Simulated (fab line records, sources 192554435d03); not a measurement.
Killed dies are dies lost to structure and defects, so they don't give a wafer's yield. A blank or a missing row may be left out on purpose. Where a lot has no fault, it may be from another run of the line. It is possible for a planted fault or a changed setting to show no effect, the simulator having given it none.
Lot-split experiment :: flow n5-finfet :: 39 wafers read from 7 lots, route of 1938 steps

## ON THE SPLIT
At N5_MOL_CONTACT_COAG_ETCH_67 (etches SOC in N2/H2, target depth 60 nm, overetch 21 nm, time 101.2 s), the setting target-depth-a was moved away from the recipe's 600 angstrom on 18 of the 39 wafers read, by -11.6% to +6.4%. All remaining wafers had this setting at the recipe value.

The reading comes from the split's own step.

## THE READING
SiARC_of_MOL_CONTACT_COAG_COAT_63.thk-nm (the simulator's own value, which no gauge read), in nm, at N5_MOL_CONTACT_COAG_ETCH_67 (etches SOC in N2/H2, target depth 60 nm, overetch 21 nm, time 101.2 s). The file does not state a usual value for it. The 21 wafers here that ran the recipe average 5.8 nm, standard deviation 0.085 nm.

wafer: L074.1
tool, chamber at the split: rie-diel-01, 0,3,3
target-depth-a as run, angstrom: 634.2
against the recipe: +5.7%
SiARC_of_MOL_CONTACT_COAG_COAT_63.thk-nm, nm: 5.6
against lot-mates on the recipe: -0.1

wafer: L074.4
tool, chamber at the split: rie-diel-01, 0,3,3
target-depth-a as run, angstrom: 634.2
against the recipe: +5.7%
SiARC_of_MOL_CONTACT_COAG_COAT_63.thk-nm, nm: 5.6
against lot-mates on the recipe: -0.1

wafer: L074.6
tool, chamber at the split: rie-diel-01, 0,3,3
target-depth-a as run, angstrom: 634.2
against the recipe: +5.7%
SiARC_of_MOL_CONTACT_COAG_COAT_63.thk-nm, nm: 5.6
against lot-mates on the recipe: -0.1

wafer: L074.2
tool, chamber at the split: rie-diel-01, 2
target-depth-a as run, angstrom: 600
against the recipe: recipe
SiARC_of_MOL_CONTACT_COAG_COAT_63.thk-nm, nm: 5.6
against lot-mates on the recipe: -

wafer: L074.3
tool, chamber at the split: rie-diel-01, 1,0
target-depth-a as run, angstrom: 600
against the recipe: recipe
SiARC_of_MOL_CONTACT_COAG_COAT_63.thk-nm, nm: 5.8
against lot-mates on the recipe: -

wafer: L074.5
tool, chamber at the split: rie-diel-01, 1,0
target-depth-a as run, angstrom: 600
against the recipe: recipe
SiARC_of_MOL_CONTACT_COAG_COAT_63.thk-nm, nm: 5.8
against lot-mates on the recipe: -

wafer: L075.1
tool, chamber at the split: rie-diel-01, 1,3,0
target-depth-a as run, angstrom: 546.2
against the recipe: -9.0%
SiARC_of_MOL_CONTACT_COAG_COAT_63.thk-nm, nm: 6
against lot-mates on the recipe: +0.2

wafer: L075.5
tool, chamber at the split: rie-diel-01, 1,3,0
target-depth-a as run, angstrom: 546.2
against the recipe: -9.0%
SiARC_of_MOL_CONTACT_COAG_COAT_63.thk-nm, nm: 6
against lot-mates on the recipe: +0.2

wafer: L075.6
tool, chamber at the split: rie-diel-01, 1,3,0
target-depth-a as run, angstrom: 546.2
against the recipe: -9.0%
SiARC_of_MOL_CONTACT_COAG_COAT_63.thk-nm, nm: 6
against lot-mates on the recipe: +0.2

wafer: L075.2
tool, chamber at the split: rie-diel-01, 2,3,0
target-depth-a as run, angstrom: 600
against the recipe: recipe
SiARC_of_MOL_CONTACT_COAG_COAT_63.thk-nm, nm: 5.8
against lot-mates on the recipe: -

wafer: L075.3
tool, chamber at the split: rie-diel-01, 2,3,0
target-depth-a as run, angstrom: 600
against the recipe: recipe
SiARC_of_MOL_CONTACT_COAG_COAT_63.thk-nm, nm: 5.8
against lot-mates on the recipe: -

wafer: L075.4
tool, chamber at the split: rie-diel-01, 2,3,0
target-depth-a as run, angstrom: 600
against the recipe: recipe
SiARC_of_MOL_CONTACT_COAG_COAT_63.thk-nm, nm: 5.8
against lot-mates on the recipe: -

wafer: L077.1
tool, chamber at the split: rie-diel-04, 1
target-depth-a as run, angstrom: 600
against the recipe: recipe
SiARC_of_MOL_CONTACT_COAG_COAT_63.thk-nm, nm: 6
against lot-mates on the recipe: -

wafer: L077.2
tool, chamber at the split: rie-diel-04, 3,0
target-depth-a as run, angstrom: 600
against the recipe: recipe
SiARC_of_MOL_CONTACT_COAG_COAT_63.thk-nm, nm: 5.8
against lot-mates on the recipe: -

wafer: L077.3
tool, chamber at the split: rie-diel-04, 3,0
target-depth-a as run, angstrom: 600
against the recipe: recipe
SiARC_of_MOL_CONTACT_COAG_COAT_63.thk-nm, nm: 5.8
against lot-mates on the recipe: -

wafer: L077.4
tool, chamber at the split: rie-diel-04, 2,2,3
target-depth-a as run, angstrom: 574.2
against the recipe: -4.3%
SiARC_of_MOL_CONTACT_COAG_COAT_63.thk-nm, nm: 6
against lot-mates on the recipe: +0.1

wafer: L077.5
tool, chamber at the split: rie-diel-04, 2,2,3
target-depth-a as run, angstrom: 574.2
against the recipe: -4.3%
SiARC_of_MOL_CONTACT_COAG_COAT_63.thk-nm, nm: 6
against lot-mates on the recipe: +0.1

wafer: L077.6
tool, chamber at the split: rie-diel-04, 2,2,3
target-depth-a as run, angstrom: 574.2
against the recipe: -4.3%
SiARC_of_MOL_CONTACT_COAG_COAT_63.thk-nm, nm: 6
against lot-mates on the recipe: +0.1

wafer: L079.1
tool, chamber at the split: rie-diel-01, 3,2,1
target-depth-a as run, angstrom: 600
against the recipe: recipe
SiARC_of_MOL_CONTACT_COAG_COAT_63.thk-nm, nm: 5.8
against lot-mates on the recipe: -

wafer: L079.4
tool, chamber at the split: rie-diel-01, 3,2,1
target-depth-a as run, angstrom: 600
against the recipe: recipe
SiARC_of_MOL_CONTACT_COAG_COAT_63.thk-nm, nm: 5.8
against lot-mates on the recipe: -

wafer: L079.5
tool, chamber at the split: rie-diel-01, 3,2,1
target-depth-a as run, angstrom: 600
against the recipe: recipe
SiARC_of_MOL_CONTACT_COAG_COAT_63.thk-nm, nm: 5.8
against lot-mates on the recipe: -

wafer: L079.2
tool, chamber at the split: rie-diel-01, 0,1,2
target-depth-a as run, angstrom: 561.6
against the recipe: -6.4%
SiARC_of_MOL_CONTACT_COAG_COAT_63.thk-nm, nm: 6
against lot-mates on the recipe: +0.2

wafer: L079.3
tool, chamber at the split: rie-diel-01, 0,1,2
target-depth-a as run, angstrom: 561.6
against the recipe: -6.4%
SiARC_of_MOL_CONTACT_COAG_COAT_63.thk-nm, nm: 6
against lot-mates on the recipe: +0.2

wafer: L079.6
tool, chamber at the split: rie-diel-01, 0,1,2
target-depth-a as run, angstrom: 561.6
against the recipe: -6.4%
SiARC_of_MOL_CONTACT_COAG_COAT_63.thk-nm, nm: 6
against lot-mates on the recipe: +0.2

wafer: L081.1
tool, chamber at the split: rie-diel-01, 1,3,0
target-depth-a as run, angstrom: 530.2
against the recipe: -11.6%
SiARC_of_MOL_CONTACT_COAG_COAT_63.thk-nm, nm: 6.2
against lot-mates on the recipe: +0.4

wafer: L081.2
tool, chamber at the split: rie-diel-01, 1,3,0
target-depth-a as run, angstrom: 530.2
against the recipe: -11.6%
SiARC_of_MOL_CONTACT_COAG_COAT_63.thk-nm, nm: 6.2
against lot-mates on the recipe: +0.4

wafer: L081.4
tool, chamber at the split: rie-diel-01, 1,3,0
target-depth-a as run, angstrom: 530.2
against the recipe: -11.6%
SiARC_of_MOL_CONTACT_COAG_COAT_63.thk-nm, nm: 6.2
against lot-mates on the recipe: +0.4

wafer: L081.3
tool, chamber at the split: rie-diel-01, 2,3,0
target-depth-a as run, angstrom: 600
against the recipe: recipe
SiARC_of_MOL_CONTACT_COAG_COAT_63.thk-nm, nm: 5.8
against lot-mates on the recipe: -

wafer: L081.5
tool, chamber at the split: rie-diel-01, 2,3,0
target-depth-a as run, angstrom: 600
against the recipe: recipe
SiARC_of_MOL_CONTACT_COAG_COAT_63.thk-nm, nm: 5.8
against lot-mates on the recipe: -

wafer: L081.6
tool, chamber at the split: rie-diel-01, 2,3,0
target-depth-a as run, angstrom: 600
against the recipe: recipe
SiARC_of_MOL_CONTACT_COAG_COAT_63.thk-nm, nm: 5.8
against lot-mates on the recipe: -

wafer: L085.1
tool, chamber at the split: rie-diel-01, 3,1
target-depth-a as run, angstrom: 600
against the recipe: recipe
SiARC_of_MOL_CONTACT_COAG_COAT_63.thk-nm, nm: 5.8
against lot-mates on the recipe: -

wafer: L085.4
tool, chamber at the split: rie-diel-01, 3,1
target-depth-a as run, angstrom: 600
against the recipe: recipe
SiARC_of_MOL_CONTACT_COAG_COAT_63.thk-nm, nm: 5.8
against lot-mates on the recipe: -

wafer: L085.2
tool, chamber at the split: rie-diel-01, 2
target-depth-a as run, angstrom: 600
against the recipe: recipe
SiARC_of_MOL_CONTACT_COAG_COAT_63.thk-nm, nm: 5.6
against lot-mates on the recipe: -

wafer: L089.1
tool, chamber at the split: rie-diel-06, 3,0,3
target-depth-a as run, angstrom: 638.4
against the recipe: +6.4%
SiARC_of_MOL_CONTACT_COAG_COAT_63.thk-nm, nm: 5.6
against lot-mates on the recipe: -0.1

wafer: L089.2
tool, chamber at the split: rie-diel-06, 3,0,3
target-depth-a as run, angstrom: 638.4
against the recipe: +6.4%
SiARC_of_MOL_CONTACT_COAG_COAT_63.thk-nm, nm: 5.6
against lot-mates on the recipe: -0.1

wafer: L089.5
tool, chamber at the split: rie-diel-06, 3,0,3
target-depth-a as run, angstrom: 638.4
against the recipe: +6.4%
SiARC_of_MOL_CONTACT_COAG_COAT_63.thk-nm, nm: 5.6
against lot-mates on the recipe: -0.1

wafer: L089.3
tool, chamber at the split: rie-diel-06, 2,0
target-depth-a as run, angstrom: 600
against the recipe: recipe
SiARC_of_MOL_CONTACT_COAG_COAT_63.thk-nm, nm: 5.8
against lot-mates on the recipe: -

wafer: L089.6
tool, chamber at the split: rie-diel-06, 2,0
target-depth-a as run, angstrom: 600
against the recipe: recipe
SiARC_of_MOL_CONTACT_COAG_COAT_63.thk-nm, nm: 5.8
against lot-mates on the recipe: -

wafer: L089.4
tool, chamber at the split: rie-diel-06, 2
target-depth-a as run, angstrom: 600
against the recipe: recipe
SiARC_of_MOL_CONTACT_COAG_COAT_63.thk-nm, nm: 5.6
against lot-mates on the recipe: -
Where a row lists several chambers, the file gives one row for several wafers and doesn't say which wafer went through which chamber.

FIT RESULTS
A straight line over all 39 wafers: SiARC_of_MOL_CONTACT_COAG_COAT_63.thk-nm changes by -0.0322 nm for each +1% of target-depth-a; r = -0.92; the points scatter about the line by 0.072 nm.
The same after taking each lot's own level away (the mean of its wafers on the recipe; 39 wafers): -0.0279 nm for each +1%; r = -0.92; scatter 0.061 nm.
On that fit, the largest move of target-depth-a shifts the reading by 0.32 nm.
The span of the lots' own levels, 5.73 to 5.87 nm, comes to 1.6 times the standard deviation stated above.
So the lot-to-lot level changes the slope: the two fits differ.
Check: +0.324 nm against its lot-mates is what the line predicts for one of the wafers moved furthest among these (-11.6%) when that wafer is left out of the fit. Against them it came out at +0.4 nm.

## FURTHER SPLITS ON THESE WAFERS
These wafers also went through other splits before the reading. Each is held against what the fit with the lots' levels taken away leaves over:
other split on the same wafers: N5_FIN_SAQP_ETCH_65 time-s
wafers away from the commonest value: 15
r with SiARC_of_MOL_CONTACT_COAG_COAT_63.thk-nm (lot level and that fit taken away): -0.05

other split on the same wafers: N5_DUMMY_GATE_CVD_03 target-thk-a
wafers away from the commonest value: 33
r with SiARC_of_MOL_CONTACT_COAG_COAT_63.thk-nm (lot level and that fit taken away): -0.27

other split on the same wafers: N5_DUMMY_GATE_ETCH_32 time-s
wafers away from the commonest value: 15
r with SiARC_of_MOL_CONTACT_COAG_COAT_63.thk-nm (lot level and that fit taken away): -0.01

other split on the same wafers: N5_SD_EPI_N_EPI_21 pressure-torr
wafers away from the commonest value: 30
r with SiARC_of_MOL_CONTACT_COAG_COAT_63.thk-nm (lot level and that fit taken away): +0.23

other split on the same wafers: N5_SD_EPI_P_ETCH_36 bias-w
wafers away from the commonest value: 15
r with SiARC_of_MOL_CONTACT_COAG_COAT_63.thk-nm (lot level and that fit taken away): +0.13

other split on the same wafers: N5_MOL_CONTACT_COAG_ALD_131 ald-cycles
wafers away from the commonest value: 12
r with SiARC_of_MOL_CONTACT_COAG_COAT_63.thk-nm (lot level and that fit taken away): -0.03

## FILE'S OWN FIT
SiARC_of_MOL_CONTACT_COAG_COAT_63.thk-nm changes by -0.0284 nm for each +1% of target-depth-a, r = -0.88.
